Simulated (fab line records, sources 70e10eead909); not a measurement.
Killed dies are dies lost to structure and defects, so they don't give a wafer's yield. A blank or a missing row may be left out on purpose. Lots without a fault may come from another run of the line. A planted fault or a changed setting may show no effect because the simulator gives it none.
Chamber matching | flow nand_harc | NHARC_A_STAIRCASE_TRIM_20 on rie_diel-06: 4 sister chambers
The step chemistry O2, time 211.2 s. 8 wafers are shown with their chamber, then 10 later ones without.

WAFERS WITH THEIR CHAMBER
wafer  | chamber | showerhead_plenum_p_Torr (Torr) | drypump_motor_current_A (A)
L079.5 | 2       | 3.70                            | 5.8
L085.3 | 1       | 3.30                            | 6.4
L085.4 | 3       | 3.76                            | 5.5
L085.5 | 1       | 3.30                            | 6.3
L088.4 | 2       | 3.69                            | 5.8
L088.5 | 0       | 3.57                            | 5.7
L091.1 | 3       | 3.76                            | 5.5
L091.2 | 0       | 3.56                            | 5.7

WAFERS WITHOUT THEIR CHAMBER
wafer  | showerhead_plenum_p_Torr (Torr) | drypump_motor_current_A (A)
L091.5 | 3.56                            | 5.6
L093.1 | 3.69                            | 5.8
L093.2 | 3.56                            | 5.6
L093.6 | 3.75                            | 5.5
L095.1 | 3.75                            | 5.5
L095.4 | 3.69                            | 5.8
L095.5 | 3.75                            | 5.5
L097.1 | 3.29                            | 6.4
L097.2 | 3.56                            | 5.6
L097.4 | 3.75                            | 5.5

WHICH CHAMBER EACH WENT THROUGH
wafer  | from the rows above | in truth
L091.5 | 0                   | 0
L093.1 | 2                   | 2
L093.2 | 0                   | 0
L093.6 | 3                   | 3
L095.1 | 3                   | 3
L095.4 | 2                   | 2
L095.5 | 3                   | 3
L097.1 | 1                   | 1
L097.2 | 0                   | 0
L097.4 | 3                   | 3
Placed correctly: 10 of 10. Can't be placed from these rows: 0. Placed wrongly: 0.
How it was worked out, from the rows above alone: a wafer's distance from a chamber is the root of the sum, over the readings, of the square of ((its reading less the chamber's mean) divided by the reading's scatter). The wafer belongs to the nearest chamber; if the next one is less than 2 further off, it can't be placed. A chamber's mean is the mean of its shown wafers. The scatter: the root of (the sum of the squares of (reading less its chamber's mean) over the shown wafers, divided by (wafers less chambers)).
